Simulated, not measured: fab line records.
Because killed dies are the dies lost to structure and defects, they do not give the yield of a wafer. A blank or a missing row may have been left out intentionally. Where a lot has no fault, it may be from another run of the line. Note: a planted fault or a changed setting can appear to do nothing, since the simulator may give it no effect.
One fault through the eyes of 2 desks    flow n5-finfet    only its own numbers are on each desk; what lay behind them is given at the end

## FROM THE METROLOGY DESK
What the gauges read for every lot (on any tool): the sampled wafers with a number, averaged. A lot is out of limits, marked OUT, if its mean lies more than 4 standard deviations from the usual mean; the brackets give that distance. It has 10 readings; the 7 that lie furthest out on some lot are the ones shown.
Columns: A = DIBL_N at N5_BEOL_M4_RC_MEAS_101, usual 35.8 mV/V; B = DIBL_P at N5_BEOL_M4_RC_MEAS_101, usual 35.6 mV/V; C = IOFF_N at N5_BEOL_M4_RC_MEAS_101, usual 0.148 nA/um; D = ION_P at N5_BEOL_M4_RC_MEAS_101, usual 462 uA/um; E = SS_N at N5_BEOL_M4_RC_MEAS_101, usual 71.2 mV/dec; F = SS_P at N5_BEOL_M4_RC_MEAS_101, usual 73.1 mV/dec; G = VT_P at N5_BEOL_M4_RC_MEAS_101, usual -251 mV
lot   first seen here  A     B     C      D    E     F     G
L172  day 9 07:14      36.1  37.9  0.159  463  71.3  72.9  -255
L180  day 11 02:08     35.0  35.6  0.152  463  71.2  73.1  -250
L183  day 11 22:08     34.3  34.4  0.145  473  71.0  73.7  -246
L188  day 12 19:14     37.7  35.0  0.174  452  71.9  73.6  -253
This desk found nothing out of limits on any of the 4 lots.

## FOR THE TOOL OWNER'S DESK: rie-diel-01
The tool's own readings at N5_GATE_CUT_HM_OPEN_40 (chemistry C4F6/O2, target SiO2, target depth 139 nm, time 85.1 s): means of the sampled wafers that have a number, for each lot that ran on this tool. A lot is out of limits, marked OUT, if its mean lies more than 4 standard deviations from the usual mean; the brackets give that distance. It has 9 readings; the 7 that lie furthest out on some lot are the ones shown.
Columns: A = C4F6_flow_sccm at N5_GATE_CUT_HM_OPEN_40, usual 9.996 sccm; B = O2_flow_sccm at N5_GATE_CUT_HM_OPEN_40, usual 10.003 sccm; C = bias-w at N5_GATE_CUT_HM_OPEN_40, usual 185.1 W; D = etch-rf-on-time-s at N5_GATE_CUT_HM_OPEN_40, usual 93.7 s; E = oes-product-au at N5_GATE_CUT_HM_OPEN_40, usual 0.69 a.u.; F = rf-vpp-V at N5_GATE_CUT_HM_OPEN_40, usual 660 V; G = throttle-valve-pct at N5_GATE_CUT_HM_OPEN_40, usual 20.92 %
lot   first seen here  A       B       C      D     E     F    G
L172  day 5 13:58      9.994   10.013  185.0  94.0  0.69  666  20.92
L180  day 7 13:04      10.016  10.007  184.6  93.3  0.69  655  20.95
L183  day 8 09:46      9.997   9.983   185.5  92.2  0.81  670  20.71
L188  day 9 16:49      9.987   9.993   184.7  91.8  0.75  663  20.74
This desk found nothing out of limits on any of the 4 lots.

## ALL TOGETHER
Metrology desk: nothing out of limits seen.
Nothing out of limits was seen by the tool owner's desk.

## WHAT HAD BEEN PUT IN BY THE SIMULATOR
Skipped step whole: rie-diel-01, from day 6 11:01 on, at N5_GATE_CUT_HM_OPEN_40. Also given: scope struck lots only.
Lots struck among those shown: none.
